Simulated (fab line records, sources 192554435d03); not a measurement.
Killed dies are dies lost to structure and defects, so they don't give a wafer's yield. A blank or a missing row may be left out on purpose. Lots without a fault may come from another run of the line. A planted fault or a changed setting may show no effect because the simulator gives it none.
A struck lot beside a sound one | flow n5_finfet | 40 steps out of a route of 1938
Sound: wafers L302.1, L302.5, L302.6. Struck: wafers L294.3, L294.5. (L294.2 of the same lot was not struck and is left out.) The cause comes at the end.
At each step with rows: each side's tool, then ch and its chambers, then its first start. Under that, the readings that differ: sound wafers | struck wafers | difference of the means | sigmas: that difference in standard deviations of wafers without a fault.
alike: readings whose means differ by less than 2 such deviations, and words and numbers that are the same on both sides. not compared: withheld readings, readings that some wafer has no value for, bounds like >300 that may hide the same value, and numbers for which the record gives no deviation and whose values overlap.
The two part at a step that has a row with sigmas, a row that says differs or no value, or rows on one side only. Numbers that don't overlap but have no deviation are shown without sigmas and don't part them. A reading that every wafer of one side lacks parts them only if that side has two wafers or more.

first, 10 steps without rows for these wafers: N5_DUMMY_GATE_STRIP_38 (strips in N2/H2); N5_DUMMY_GATE_STRIP_39 (strips in N2/H2); N5_DUMMY_GATE_TRIM_49 (chemistry O2, time 29 s, target cd 14 nm); N5_DUMMY_GATE_STRIP_40 (strips in CF4); N5_DUMMY_GATE_ETCH_31 (etches SiO2 in C4F6/O2, target depth 82.5 nm, time 27.5 s); N5_DUMMY_GATE_STRIP_41 (strips in O2); N5_DUMMY_GATE_HM_OPEN_21 (chemistry CH3F/O2, target SiNx, target depth 120 nm, time 171.4 s); N5_DUMMY_GATE_ETCH_32 (etches SiO2 in CF4, target depth 3.5 nm, time 3.9 s); N5_DUMMY_GATE_ETCH_23 (etches poly-Si in HBr/Cl2/O2, target depth 41 nm, time 22.3 s); N5_DUMMY_GATE_ETCH_44 (etches poly-Si in HBr/O2, stops on SiO2, target depth 127.5 nm).
N5_DUMMY_GATE_ETCH_42: etches SiO2 in CHF3/O2, target depth 3.5 nm, time 31 s.
  sound on rie_diel-04 ch 0,2, day 7 05:17; struck on rie_diel-02 ch 2, day 5 06:30
  reading                     | sound          | struck    | difference | sigmas
  drypump_motor_current_A (A) | 5.1 5.0 5.1    | 6.4 6.4   | +1.3       | +3
  oes_product_au (a.u.)       | 0.80 0.88 0.81 | 0.69 0.69 | -0.14      | -2
  alike: rf_vpp_V, showerhead_plenum_p_Torr, throttle_valve_pct
  not compared: rf_hours_counter_h
then, 6 steps without rows for these wafers: N5_DUMMY_GATE_STRIP_48 (strips in N2/H2, time 20 s); N5_DUMMY_GATE_PRECLEAN_33 (cleans in dHF, time 10 s); N5_DUMMY_GATE_PRECLEAN_25 (cleans in O3/DIW, time 45 s); N5_DUMMY_GATE_PRECLEAN_51 (cleans in SC2, time 45 s); N5_DUMMY_GATE_SRD_26 (time 30 s); N5_DUMMY_GATE_UV_OZONE_45 (time 120 s).
N5_DUMMY_GATE_INSPECT_27: inspects for defects (brightfield).
  sound on defect_inspect-01, day 7 05:32; struck on defect_inspect-02, day 5 06:44
  reading          | sound       | struck    | difference | sigmas
  raw_defect_count | 204 249 190 | 1753 1825 | +1575      | +19
then, 3 steps without rows for these wafers: N5_SPACER0_ALD_07 (deposits SiNx, target thk 2 nm); N5_SPACER0_ALD_00 (deposits SiOCN, target thk 3.5 nm, pulse time 3 s, purge time 2 s); N5_SPACER0_ALD_08 (deposits SiNx, target thk 2 nm).
N5_SPACER0_INSPECT_04: inspects for defects (darkfield).
  sound on defect_inspect-01, day 7 06:08; struck on defect_inspect-01, day 5 07:20
  reading          | sound    | struck    | difference | sigmas
  raw_defect_count | 93 97 69 | 1550 1547 | +1462      | +44
then, 8 steps without rows for these wafers: N5_SD_EPI_N_COAT_32 (time 60 s, resist thk 350 nm); N5_SD_EPI_N_COAT_33 (time 60 s, resist thk 35 nm); N5_SD_EPI_N_COAT_03 (resist thk 150 nm); N5_SD_EPI_N_EBR_05; N5_SD_EPI_N_SOFTBAKE_04 (time 60 s); N5_SD_EPI_N_EXPOSE_06 (exposes mask SD N BLK, target cd 120 nm); N5_SD_EPI_N_PEB_07 (peb time 60 s); N5_SD_EPI_N_DEVELOP_08 (develop time 30 s).
N5_SD_EPI_N_INSPECT_11: inspects for defects (macro).
  sound on defect_inspect-02, day 7 06:35; struck on defect_inspect-01, day 5 07:47
  reading          | sound | struck    | difference | sigmas
  raw_defect_count | 2 1 3 | >300 >300 | differs    |
then, 7 steps without rows for these wafers: N5_SD_EPI_N_DESCUM_14 (chemistry O2, time 7.9 s); N5_SD_EPI_N_ETCH_34 (etches SiARC in CF4, target depth 45.5 nm, time 75.8 s); N5_SD_EPI_N_ETCH_35 (etches SOC in N2/H2, overetch 108 nm, time 486 s); N5_SD_EPI_N_STRIP_36 (strips in N2/H2); N5_SD_EPI_N_ETCHBACK_44 (etches SiNx in CH3F/O2, stops on SiO2, target depth 14.5 nm); N5_SD_EPI_N_ETCH_45 (etches SiOCN in CH3F/O2, target depth 6 nm); N5_SD_EPI_N_ETCH_16 (etches SiO2 in CHF3/O2, target depth 5 nm).
N5_SD_EPI_N_INSPECT_26: inspects for defects (darkfield).
  sound on defect_inspect-01, day 7 10:58; struck on defect_inspect-01, day 5 12:32
  reading          | sound       | struck    | difference | sigmas
  raw_defect_count | 126 139 113 | 1640 1649 | +1518      | +33
-- the record jumps here: 9 days lie between the struck wafers' starts before and after (it left off in module SD_EPI_N and takes up again in module PASSIVATION, whose first step shown is number 1936 of the route) --
N5_PASSIVATION_PROBE_49:
  sound on prober-02, day 16 18:12; struck on prober-01, day 14 07:07
  reading             | sound | struck  | difference | sigmas
  killed_at_front_end | 46    | 159 120 | +94        | +7
  killed_dies         | 114   | 197 188 | +78        | +4
  killed_on_rim       | 11    | 32 33   | +22        | +5
  alike: killed_at_M0_to_M3, killed_at_M4_up, killed_at_contacts, killed_at_other, killed_open, killed_short

WHERE THEY PART
First at N5_DUMMY_GATE_ETCH_42; last, within this record, at N5_PASSIVATION_PROBE_49.

WHY: what the simulator had put in
Chamber particle source: rie_diel-02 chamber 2, from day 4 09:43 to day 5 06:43, at N5_DUMMY_GATE_ETCH_42. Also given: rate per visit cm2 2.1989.
